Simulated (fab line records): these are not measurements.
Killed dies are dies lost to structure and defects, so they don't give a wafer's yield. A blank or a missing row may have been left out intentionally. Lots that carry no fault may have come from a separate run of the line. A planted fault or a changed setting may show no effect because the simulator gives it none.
Struck lot and sound lot, side by side    flow n5_finfet    29 steps out of a route of 1938
Sound: the wafers L726.1, L726.2, L726.5. Struck: wafer L732.2 (L732.1, L732.5, from the same lot, were not struck and are left out); the cause is given at the end.
At each step with rows: each side's tool, then ch and its chambers, then its first start. Under that, the readings that differ: sound wafers    struck wafers    difference of the means    sigmas: that difference in standard deviations of wafers without a fault.
alike: words and numbers the same on both sides, and readings whose means are apart by under 2 such deviations; not compared: readings that were withheld, readings missing a value for some wafer, numbers with overlapping values and no deviation given by the record, and bounds like >300 which may hide the same value.
The two part at a step that has a row with sigmas, a row that says differs or no value, or rows on one side only. Non-overlapping numbers with no deviation appear without sigmas and do not part them. A reading missing from all wafers of one side parts the sides only when that side holds two or more wafers.

first, 3 steps without rows for these wafers: N5_BEOL_M14_ETCH_59 (etches BARC in N2/H2, target depth 89 nm, overetch 26.7 nm, time 67.9 s); N5_BEOL_M14_VIA_ETCH_16 (etches SiO2 in C4F8/O2/Ar, target depth 1231.3 nm); N5_BEOL_M14_STRIP_63 (strips in O2).
N5_BEOL_M14_STRIP_64: strips in O2.
  sound: rie_diel-04 ch 0,2,3; struck: rie_diel-03 ch 3
reading       sound        struck  difference  sigmas
rf_vpp_V (V)  3.9 3.5 3.8  2.6     -1.1        -3
  alike: drypump_motor_current_A, oes_product_au, showerhead_plenum_p_Torr, throttle_valve_pct
  not compared: rf_hours_counter_h
then, 2 steps without rows for these wafers: N5_BEOL_M14_STRIP_71 (strips in post etch residue remover, time 60 s); N5_BEOL_M14_SRD_72 (time 30 s, dry time 30 s).
N5_BEOL_M14_CD_MEAS_17: target cd 250 nm.
  struck on cd_sem-01, day 14 02:07; sound on cd_sem-02, day 12 09:27
  alike: cd_nm
then, 5 steps without rows for these wafers: N5_BEOL_M14_COAT_65 (time 60 s, resist thk 450 nm); N5_BEOL_M14_COAT_66 (time 60 s, resist thk 110 nm); N5_BEOL_M14_COAT_22 (resist thk 300 nm); N5_BEOL_M14_EBR_24; N5_BEOL_M14_SOFTBAKE_23 (time 60 s).
N5_BEOL_M14_EXPOSE_25: exposes mask M14, target cd 280 nm.
  sound on krf_scanner-02 ch 0, day 12 09:37; struck on krf_scanner-02 ch 0, day 14 02:23
  alike: mask, exposure_dose_mJ_cm2
then, 3 steps without rows for these wafers: N5_BEOL_M14_PEB_26 (peb time 90 s); N5_BEOL_M14_DEVELOP_27 (develop time 45 s); N5_BEOL_M14_HARDBAKE_32 (time 120 s).
N5_BEOL_M14_CD_MEAS_28: target cd 284.4 nm.
  sound on cd_sem-01 ch 0, day 12 09:47; struck on cd_sem-03 ch 0, day 14 02:34
reading     sound              struck  difference  sigmas
cd_nm (nm)  283.9 284.5 284.5  293.3   +9.0        +5
N5_BEOL_M14_OVL_MEAS_29:
  sound on overlay-01 ch 0, day 12 09:49; struck on overlay-02 ch 0, day 14 02:35
  alike: M14_OVL
N5_BEOL_M14_INSPECT_30: inspects for defects (macro).
  struck on defect_inspect-01, day 14 02:37; sound on defect_inspect-02, day 12 09:50
  alike: raw_defect_count
N5_BEOL_M14_DESCUM_33: chemistry O2, time 7.9 s.
  sound on rie_diel-05 ch 2,3, day 12 09:57; struck on rie_diel-04 ch 0, day 14 02:56
reading                      sound              struck  difference  sigmas
drypump_motor_current_A (A)  5.1 5.7 5.1        6.4     +1.1        +3
throttle_valve_pct (%)       19.90 20.53 19.88  20.77   +0.67       +2
model.BEOL_M14.cd_nm (nm)    283.6 284.4 284.4  293     +9          
  alike: oes_product_au, rf_vpp_V, showerhead_plenum_p_Torr
  not compared: rf_hours_counter_h
N5_BEOL_M14_ETCH_67: etches SiARC in CF4, target depth 143 nm, time 238.3 s.
  sound on rie_diel-05 ch 2,3, day 12 09:59; struck on rie_diel-04 ch 0, day 14 02:58
reading                      sound        struck  difference  sigmas
drypump_motor_current_A (A)  5.1 5.7 5.1  6.4     +1.1        +3
  alike: etch_rf_on_time_s, oes_product_au, rf_vpp_V, showerhead_plenum_p_Torr, throttle_valve_pct
  not compared: rf_hours_counter_h
N5_BEOL_M14_ETCH_68: etches SOC in N2/H2, time 450 s.
  sound on rie_diel-05 ch 2,3, day 12 10:08; struck on rie_diel-04 ch 0, day 14 03:07
reading                      sound        struck  difference  sigmas
drypump_motor_current_A (A)  5.1 5.7 5.1  6.4     +1.1        +3
  alike: h2_flow_sccm, oes_product_au, rf_vpp_V, showerhead_plenum_p_Torr, throttle_valve_pct
  not compared: rf_hours_counter_h
then, 1 step without rows for these wafers: N5_BEOL_M14_STRIP_69 (strips in N2/H2).
N5_BEOL_M14_TRENCH_ETCH_34: etches SiO2 in C4F8/O2/Ar, target depth 556.65 nm, time 126.9 s.
  sound on rie_diel-05 ch 2,3, day 12 10:25; struck on rie_diel-04 ch 0, day 14 03:23
reading                      sound              struck  difference  sigmas
drypump_motor_current_A (A)  5.1 5.7 5.1        6.4     +1.1        +3
throttle_valve_pct (%)       30.70 30.67 30.71  31.60   +0.91       +3
  alike: he_inner_torr, oes_product_au, rf_vpp_V, showerhead_plenum_p_Torr
  not compared: rf_hours_counter_h
then, 1 step without rows for these wafers: N5_BEOL_M14_STRIP_70 (strips in C4F8/O2/Ar).
N5_BEOL_M14_OCD_MEAS_35:
  struck on ocd-02, day 14 03:33; sound on ocd-02, day 12 10:34
  alike: trench_depth_nm
N5_BEOL_M14_STRIP_37: strips in O2.
  sound on rie_diel-05 ch 0,1,3, day 12 13:35; struck on rie_diel-03 ch 0, day 14 12:44
reading                 sound              struck  difference  sigmas
oes_product_au (a.u.)   0.67 0.68 0.77     0.92    +0.21       +2
rf_vpp_V (V)            4.5 4.2 4.4        2.3     -2.1        -2
throttle_valve_pct (%)  16.66 16.84 16.74  16.15   -0.60       -2
  alike: drypump_motor_current_A, showerhead_plenum_p_Torr
  not compared: rf_hours_counter_h
N5_BEOL_M14_ETCH_38: etches SiCN in CF4/N2, target depth 106.5 nm, time 120.6 s.
  sound: rie_diel-05 ch 0,1,3; struck: rie_diel-03 ch 0
reading                    sound              struck  difference  sigmas
oes_product_au (a.u.)      0.67 0.68 0.77     0.93    +0.22       +3
throttle_valve_pct (%)     15.51 15.52 15.57  14.85   -0.68       -3
model.BEOL_M14.cd_nm (nm)  279.2 278 280.8    291.4   +12.1       
  alike: drypump_motor_current_A, rf_vpp_V, showerhead_plenum_p_Torr
  not compared: rf_hours_counter_h
then, 1 step without rows for these wafers: N5_BEOL_M14_PRECLEAN_39 (cleans in residue remover, time 60 s).

## WHERE THEY PART
At N5_BEOL_M14_STRIP_64 first; at N5_BEOL_M14_ETCH_38 last (within this record only).

WHY: what the simulator had put in
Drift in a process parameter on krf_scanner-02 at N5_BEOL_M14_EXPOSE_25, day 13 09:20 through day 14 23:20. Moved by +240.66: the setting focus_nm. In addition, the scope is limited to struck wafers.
